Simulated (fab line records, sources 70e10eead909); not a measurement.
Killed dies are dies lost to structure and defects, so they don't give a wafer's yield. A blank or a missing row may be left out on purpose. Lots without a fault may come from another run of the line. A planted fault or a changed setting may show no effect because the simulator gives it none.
Chamber matching | flow nand_harc | NHARC_A_CONTACT_DESCUM_13 on rie_diel-07: 4 sister chambers
The step chemistry O2, time 3 s. 8 wafers are shown with their chamber, then 12 later ones without.

WAFERS WITH THEIR CHAMBER
wafer  | chamber | showerhead_plenum_p_Torr (Torr) | drypump_motor_current_A (A)
L085.2 | 2       | 1.84                            | 5.10
L084.4 | 0       | 2.02                            | 5.70
L087.1 | 3       | 2.07                            | 5.77
L087.5 | 2       | 1.84                            | 5.09
L087.6 | 1       | 1.78                            | 5.87
L091.1 | 1       | 1.78                            | 5.89
L091.4 | 3       | 2.07                            | 5.77
L091.6 | 0       | 2.01                            | 5.73

WAFERS WITHOUT THEIR CHAMBER
wafer  | showerhead_plenum_p_Torr (Torr) | drypump_motor_current_A (A)
L092.1 | 1.78                            | 5.89
L092.3 | 1.84                            | 5.08
L092.4 | 2.07                            | 5.73
L093.1 | 1.84                            | 5.08
L093.3 | 1.78                            | 5.89
L093.4 | 2.07                            | 5.77
L094.2 | 2.07                            | 5.74
L094.5 | 1.78                            | 5.92
L094.6 | 1.84                            | 5.09
L095.1 | 1.83                            | 5.12
L095.2 | 1.78                            | 5.88
L095.3 | 2.01                            | 5.70

WHICH CHAMBER EACH WENT THROUGH
wafer  | from the rows above | in truth
L092.1 | 1                   | 1
L092.3 | 2                   | 2
L092.4 | 3                   | 3
L093.1 | 2                   | 2
L093.3 | 1                   | 1
L093.4 | 3                   | 3
L094.2 | 3                   | 3
L094.5 | 1                   | 1
L094.6 | 2                   | 2
L095.1 | 2                   | 2
L095.2 | 1                   | 1
L095.3 | 0                   | 0
Placed correctly: 12 of 12. Can't be placed from these rows: 0. Placed wrongly: 0.
How it was worked out, from the rows above alone: a wafer's distance from a chamber is the root of the sum, over the readings, of the square of ((its reading less the chamber's mean) divided by the reading's scatter). The wafer belongs to the nearest chamber; if the next one is less than 2 further off, it can't be placed. A chamber's mean is the mean of its shown wafers. The scatter: the root of (the sum of the squares of (reading less its chamber's mean) over the shown wafers, divided by (wafers less chambers)).
